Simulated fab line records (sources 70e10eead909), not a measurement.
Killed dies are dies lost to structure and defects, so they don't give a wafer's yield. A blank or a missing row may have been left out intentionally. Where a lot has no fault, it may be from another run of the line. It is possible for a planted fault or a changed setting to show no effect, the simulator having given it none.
What tool caused it? / flow nand_harc / 12 lots, 36 wafers sampled, at 2 steps of a route of 1302

## WHAT EACH GAUGE READ, for each wafer
NHARC_A_CONTACT_CD_MEAS_42: target cd 300 nm.
lot=L075; measured=day 21 21:08; on=cd_sem-01; cd_nm (nm)=300.1 300.1 299.9
lot=L078; measured=day 23 00:24; on=cd_sem-01; cd_nm (nm)=299.5 299.2 300.3
lot=L079; measured=day 23 17:37; on=cd_sem-01; cd_nm (nm)=300.0 299.5 299.3
lot=L081; measured=day 24 01:47; on=cd_sem-02; cd_nm (nm)=300.3 299.8 299.4
lot=L082; measured=day 24 22:17; on=cd_sem-02; cd_nm (nm)=299.9 300.0 300.0
lot=L084; measured=day 25 23:19; on=cd_sem-01; cd_nm (nm)=300.4 299.7 300.4
lot=L087; measured=day 27 00:53; on=cd_sem-03; cd_nm (nm)=300.1 300.5 300.2
lot=L089; measured=day 27 18:25; on=cd_sem-03; cd_nm (nm)=299.9 299.8 299.9
lot=L090; measured=day 28 15:19; on=cd_sem-03; cd_nm (nm)=299.8 300.2 299.6
lot=L092; measured=day 29 15:40; on=cd_sem-02; cd_nm (nm)=300.7 300.2 300.4
lot=L096; measured=day 30 05:55; on=cd_sem-01; cd_nm (nm)=300.5 300.1 300.0
lot=L097; measured=day 30 18:27; on=cd_sem-03; cd_nm (nm)=300.1 300.6 300.8

## EACH LOT AND THE TOOL THAT RAN IT (in order: tool; ch and the chambers of the sampled wafers; start)
lot=L075; NHARC_A_WL_FILL_CVD_20=cvd_w-01 ch 0, day 21 21:08 or earlier
lot=L078; NHARC_A_WL_FILL_CVD_20=cvd_w-01 ch 0,1, day 23 00:24 or earlier
lot=L079; NHARC_A_WL_FILL_CVD_20=cvd_w-01 ch 0,1, day 23 17:37 or earlier
lot=L081; NHARC_A_WL_FILL_CVD_20=cvd_w-02 ch 0,1, day 24 01:47 or earlier
lot=L082; NHARC_A_WL_FILL_CVD_20=cvd_w-02 ch 0,1, day 24 22:17 or earlier
lot=L084; NHARC_A_WL_FILL_CVD_20=cvd_w-02 ch 0,1, day 25 23:19 or earlier
lot=L087; NHARC_A_WL_FILL_CVD_20=cvd_w-02 ch 0,1, day 27 00:53 or earlier
lot=L089; NHARC_A_WL_FILL_CVD_20=cvd_w-02 ch 0,1, day 27 18:25 or earlier
lot=L090; NHARC_A_WL_FILL_CVD_20=cvd_w-01 ch 0,1, day 28 15:19 or earlier
lot=L092; NHARC_A_WL_FILL_CVD_20=cvd_w-02 ch 0,1, day 29 15:40 or earlier
lot=L096; NHARC_A_WL_FILL_CVD_20=cvd_w-01 ch 0,1, day 30 05:55 or earlier
lot=L097; NHARC_A_WL_FILL_CVD_20=cvd_w-01 ch 0,1, day 30 18:27 or earlier
- NHARC_A_WL_FILL_CVD_20: deposits W, target thk 100 nm, time 74 s.

## THE ANSWER, worked out from the rows above alone
Rule: the lots themselves supply what counts as usual. The widest of any qualifying gaps counts: lots, ordered by their means at a reading, are off when they make up no more than a third of the lots, leave a main group of 4 or more, and stand apart from it by 3 or more times the standard deviation of that group's means. Not used: any main group whose means are identical at the precision the tables above print for the reading. A lot without any number at a reading at which 4 lots or more have one is off too. Where the step has rows for the other lots, those lots are counted as sound.
Nothing can be told from this: no lot is off at any reading shown.

## WHAT THE SIMULATOR HAD INSERTED
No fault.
